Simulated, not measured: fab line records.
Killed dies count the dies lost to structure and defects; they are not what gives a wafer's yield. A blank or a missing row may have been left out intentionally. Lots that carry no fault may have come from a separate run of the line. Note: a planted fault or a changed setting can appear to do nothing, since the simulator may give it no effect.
Matching of chambers / flow nand_harc / NHARC_P_GATE_DESCUM_93 on rie_diel-05 has 4 sister chambers
The step chemistry O2, time 3 s. 7 wafers are shown with their chamber, then 9 later ones without.

## EACH WAFER AND ITS CHAMBER
wafer=L081.2; chamber=2; showerhead_plenum_p_Torr (Torr)=1.87; drypump_motor_current_A (A)=6.1
wafer=L083.5; chamber=1; showerhead_plenum_p_Torr (Torr)=1.88; drypump_motor_current_A (A)=5.8
wafer=L086.2; chamber=3; showerhead_plenum_p_Torr (Torr)=1.97; drypump_motor_current_A (A)=5.8
wafer=L086.6; chamber=0; showerhead_plenum_p_Torr (Torr)=1.94; drypump_motor_current_A (A)=5.9
wafer=L091.1; chamber=2; showerhead_plenum_p_Torr (Torr)=1.87; drypump_motor_current_A (A)=6.1
wafer=L091.2; chamber=0; showerhead_plenum_p_Torr (Torr)=1.94; drypump_motor_current_A (A)=5.9
wafer=L091.3; chamber=3; showerhead_plenum_p_Torr (Torr)=1.96; drypump_motor_current_A (A)=5.7

## WAFERS WITHOUT THEIR CHAMBER
wafer=L093.1; showerhead_plenum_p_Torr (Torr)=1.96; drypump_motor_current_A (A)=5.7
wafer=L093.3; showerhead_plenum_p_Torr (Torr)=1.87; drypump_motor_current_A (A)=5.8
wafer=L093.6; showerhead_plenum_p_Torr (Torr)=1.96; drypump_motor_current_A (A)=5.7
wafer=L094.2; showerhead_plenum_p_Torr (Torr)=1.96; drypump_motor_current_A (A)=5.7
wafer=L094.4; showerhead_plenum_p_Torr (Torr)=1.87; drypump_motor_current_A (A)=5.8
wafer=L094.5; showerhead_plenum_p_Torr (Torr)=1.94; drypump_motor_current_A (A)=5.9
wafer=L095.3; showerhead_plenum_p_Torr (Torr)=1.87; drypump_motor_current_A (A)=6.1
wafer=L095.4; showerhead_plenum_p_Torr (Torr)=1.87; drypump_motor_current_A (A)=5.8
wafer=L095.5; showerhead_plenum_p_Torr (Torr)=1.87; drypump_motor_current_A (A)=5.8

## WHICH CHAMBER EACH ONE RAN IN
wafer=L093.1; from the rows above=3; in truth=3
wafer=L093.3; from the rows above=1; in truth=1
wafer=L093.6; from the rows above=3; in truth=3
wafer=L094.2; from the rows above=3; in truth=3
wafer=L094.4; from the rows above=1; in truth=1
wafer=L094.5; from the rows above=0; in truth=0
wafer=L095.3; from the rows above=2; in truth=2
wafer=L095.4; from the rows above=1; in truth=1
wafer=L095.5; from the rows above=1; in truth=1
Correct placement for 9 of the 9. From these rows, 0 cannot be placed. Number placed wrongly: 0.
How it was worked out, from the rows above alone: a wafer's distance from a chamber is the root of the sum, over the readings, of the square of ((its reading less the chamber's mean) divided by the reading's scatter). If the next closest chamber is less than 2 further off than the closest, the wafer can't be placed; otherwise it belongs to the closest. A chamber's mean is the mean of its shown wafers. The scatter is the square root of a quotient: the sum, over the shown wafers, of each reading's squared deviation from its chamber's mean, divided by wafers minus chambers.
